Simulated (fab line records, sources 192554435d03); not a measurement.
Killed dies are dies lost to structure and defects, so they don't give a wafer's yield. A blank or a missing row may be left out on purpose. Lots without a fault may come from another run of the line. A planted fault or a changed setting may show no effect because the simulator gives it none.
A sampling plan put to the test | flow n5_finfet | one fab line, 20 faults that these records tell of, each judged on the records of the lots that it struck
The plan is the line's own looks: the steps of the route at which a gauge or an inspection reads the wafer and doesn't change it. A look can be judged if struck wafers have a number there and the file gives its usual mean and standard deviation on fault-free wafers. Caught: at a look after the fault's first step, the mean of the struck wafers lies 4 or more of those standard deviations (sigma) from the usual mean. On the tool: the same test on the tool's own readings at the fault's steps. Another recipe on the struck wafers, or a record that is blank for them alone, also counts as caught.

THE FAULTS, as the simulator had put them in
1. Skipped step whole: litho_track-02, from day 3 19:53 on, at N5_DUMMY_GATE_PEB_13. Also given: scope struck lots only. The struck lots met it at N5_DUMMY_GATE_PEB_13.
2. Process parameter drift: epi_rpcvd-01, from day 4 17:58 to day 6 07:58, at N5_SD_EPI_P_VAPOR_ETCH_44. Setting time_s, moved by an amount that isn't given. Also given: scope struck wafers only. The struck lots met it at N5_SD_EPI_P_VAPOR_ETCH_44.
3. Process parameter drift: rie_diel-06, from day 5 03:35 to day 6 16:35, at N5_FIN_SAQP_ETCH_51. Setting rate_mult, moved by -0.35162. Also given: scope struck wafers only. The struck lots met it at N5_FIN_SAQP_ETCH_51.
4. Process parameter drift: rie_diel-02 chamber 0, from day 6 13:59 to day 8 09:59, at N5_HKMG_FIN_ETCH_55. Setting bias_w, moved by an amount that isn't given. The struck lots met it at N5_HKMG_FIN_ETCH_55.
5. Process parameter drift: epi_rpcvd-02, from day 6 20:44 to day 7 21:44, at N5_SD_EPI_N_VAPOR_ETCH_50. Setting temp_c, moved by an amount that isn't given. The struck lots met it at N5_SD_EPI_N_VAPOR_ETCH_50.
6. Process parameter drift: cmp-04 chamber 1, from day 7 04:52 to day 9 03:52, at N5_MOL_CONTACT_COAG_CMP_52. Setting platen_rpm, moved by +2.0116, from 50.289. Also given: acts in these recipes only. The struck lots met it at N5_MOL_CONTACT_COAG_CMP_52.
7. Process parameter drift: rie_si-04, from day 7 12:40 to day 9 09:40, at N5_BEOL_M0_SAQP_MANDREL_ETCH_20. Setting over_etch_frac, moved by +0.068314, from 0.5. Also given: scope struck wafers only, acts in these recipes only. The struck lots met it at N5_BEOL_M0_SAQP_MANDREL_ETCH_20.
8. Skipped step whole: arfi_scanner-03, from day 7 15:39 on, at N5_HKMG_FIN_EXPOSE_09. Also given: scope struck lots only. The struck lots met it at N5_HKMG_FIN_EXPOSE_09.
9. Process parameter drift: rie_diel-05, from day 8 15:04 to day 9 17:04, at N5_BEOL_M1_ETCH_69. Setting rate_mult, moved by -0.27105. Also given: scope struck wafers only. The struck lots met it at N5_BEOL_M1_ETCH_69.
10. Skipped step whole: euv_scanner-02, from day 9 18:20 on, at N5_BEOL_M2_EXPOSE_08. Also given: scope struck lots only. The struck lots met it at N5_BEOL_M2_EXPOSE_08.
11. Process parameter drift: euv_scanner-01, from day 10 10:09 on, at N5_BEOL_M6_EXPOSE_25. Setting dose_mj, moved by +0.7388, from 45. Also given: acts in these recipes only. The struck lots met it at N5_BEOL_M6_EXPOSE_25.
12. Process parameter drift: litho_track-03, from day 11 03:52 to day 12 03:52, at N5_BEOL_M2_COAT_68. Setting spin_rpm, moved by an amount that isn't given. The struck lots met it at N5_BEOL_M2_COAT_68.
13. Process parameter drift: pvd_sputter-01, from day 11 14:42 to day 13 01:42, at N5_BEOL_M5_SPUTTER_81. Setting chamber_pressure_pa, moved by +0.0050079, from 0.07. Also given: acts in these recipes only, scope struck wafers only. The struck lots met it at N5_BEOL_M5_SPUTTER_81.
14. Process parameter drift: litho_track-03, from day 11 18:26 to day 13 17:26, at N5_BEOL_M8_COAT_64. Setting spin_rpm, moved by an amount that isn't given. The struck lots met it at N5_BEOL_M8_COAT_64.
15. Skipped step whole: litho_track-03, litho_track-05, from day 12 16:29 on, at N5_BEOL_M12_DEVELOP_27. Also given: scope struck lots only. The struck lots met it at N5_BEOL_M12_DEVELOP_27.
16. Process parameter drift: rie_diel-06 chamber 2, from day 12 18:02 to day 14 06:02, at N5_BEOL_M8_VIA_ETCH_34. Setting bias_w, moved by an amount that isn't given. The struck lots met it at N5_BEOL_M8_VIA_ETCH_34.
17. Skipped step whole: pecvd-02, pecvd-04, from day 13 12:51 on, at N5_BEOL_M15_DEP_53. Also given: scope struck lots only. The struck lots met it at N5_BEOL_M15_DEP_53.
18. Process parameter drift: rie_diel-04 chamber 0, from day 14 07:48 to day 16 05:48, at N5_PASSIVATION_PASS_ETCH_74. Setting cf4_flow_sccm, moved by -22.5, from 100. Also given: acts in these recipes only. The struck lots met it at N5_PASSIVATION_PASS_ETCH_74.
19. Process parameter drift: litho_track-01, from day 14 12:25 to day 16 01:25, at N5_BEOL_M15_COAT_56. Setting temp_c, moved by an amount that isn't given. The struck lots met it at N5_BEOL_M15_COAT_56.
20. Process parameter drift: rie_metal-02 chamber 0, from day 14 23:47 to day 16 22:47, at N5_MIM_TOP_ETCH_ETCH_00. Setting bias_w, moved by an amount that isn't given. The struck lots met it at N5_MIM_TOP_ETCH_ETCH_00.

WHAT THE PLAN SAW
fault | on the tool itself                               | first look that catches it                   | reading, sigma                                    | median hours from its first step to that look | hours from the fault's start to the first struck lot there | judged looks passed uncaught
1     | the tool's record is blank for the struck wafers | no look after it can be judged               | -                                                 | -                                             | -                                                          | 0
2     | no reading that can be judged                    | N5_BEOL_M4_RC_MEAS_101                       | IOFF_P +68                                        | 112.5                                         | 116                                                        | 0
3     | etch_rf_on_time_s +23 sigma                      | not the one look that can be judged after it | -                                                 | -                                             | -                                                          | 1
4     | bias_w -82 sigma                                 | not the one look that can be judged after it | -                                                 | -                                             | -                                                          | 1
5     | susceptor_temp_C +30 sigma                       | not the one look that can be judged after it | strongest: REXT_N at N5_BEOL_M4_RC_MEAS_101, -3.3 | -                                             | -                                                          | 1
6     | platen_rpm +55 sigma                             | not the one look that can be judged after it | -                                                 | -                                             | -                                                          | 1
7     | under 2 sigma                                    | not the one look that can be judged after it | -                                                 | -                                             | -                                                          | 1
8     | no reading that can be judged                    | no look after it can be judged               | -                                                 | -                                             | -                                                          | 0
9     | etch_rf_on_time_s +20 sigma                      | not the one look that can be judged after it | -                                                 | -                                             | -                                                          | 1
10    | no reading that can be judged                    | no look after it can be judged               | -                                                 | -                                             | -                                                          | 0
11    | exposure_dose_mJ_cm2 +13 sigma                   | no look after it can be judged               | -                                                 | -                                             | -                                                          | 0
12    | spin_speed_rpm +99 or beyond sigma               | not the one look that can be judged after it | -                                                 | -                                             | -                                                          | 1
13    | chamber_pressure_pa +35 sigma                    | no look after it can be judged               | -                                                 | -                                             | -                                                          | 0
14    | spin_speed_rpm -80 sigma                         | no look after it can be judged               | -                                                 | -                                             | -                                                          | 0
15    | the tool's record is blank for the struck wafers | no look after it can be judged               | -                                                 | -                                             | -                                                          | 0
16    | bias_w +12 sigma                                 | no look after it can be judged               | -                                                 | -                                             | -                                                          | 0
17    | the tool's record is blank for the struck wafers | not the one look that can be judged after it | -                                                 | -                                             | -                                                          | 1
18    | cf4_flow_sccm -77 sigma                          | no look after it can be judged               | -                                                 | -                                             | -                                                          | 0
19    | plate_temp_C -57 sigma                           | not the one look that can be judged after it | -                                                 | -                                             | -                                                          | 1
20    | bias_w +33 sigma                                 | no look after it can be judged               | -                                                 | -                                             | -                                                          | 0
A dash: the fault isn't caught, or these records don't give the number.

Caught at a look: 1 of 20. Caught on the tool: 16 of 20. By one or the other: 17 of 20.
Caught on the tool alone: faults 1, 3, 4, 5, 6, 9, 11, 12, 13, 14, 15, 16, 17, 18, 19, 20.
Caught at a look alone: fault 2.
Caught by neither: faults 7, 8, 10.

THINNER SAMPLING
If the look that catches a fault measured only every second or every third lot, by lot number, the first struck lot would be measured this late in the worst case:
fault | struck lots at that look, in order of time | every lot | every second lot | every third lot
2     | L586, L590                                 | 116 h     | may miss all 2   | may miss all 2
Hours are from the fault's start to the first struck lot that is measured. The limit of 4 sigma was tested on all struck wafers together, so one lot alone may lie under it. Other struck lots may not be in these records.

THE LONGEST TIMED WAY FROM STEP TO LOOK
Fault 2: a median of 112.5 hours passes between N5_SD_EPI_P_VAPOR_ETCH_44 and N5_BEOL_M4_RC_MEAS_101. No look between them can be judged.
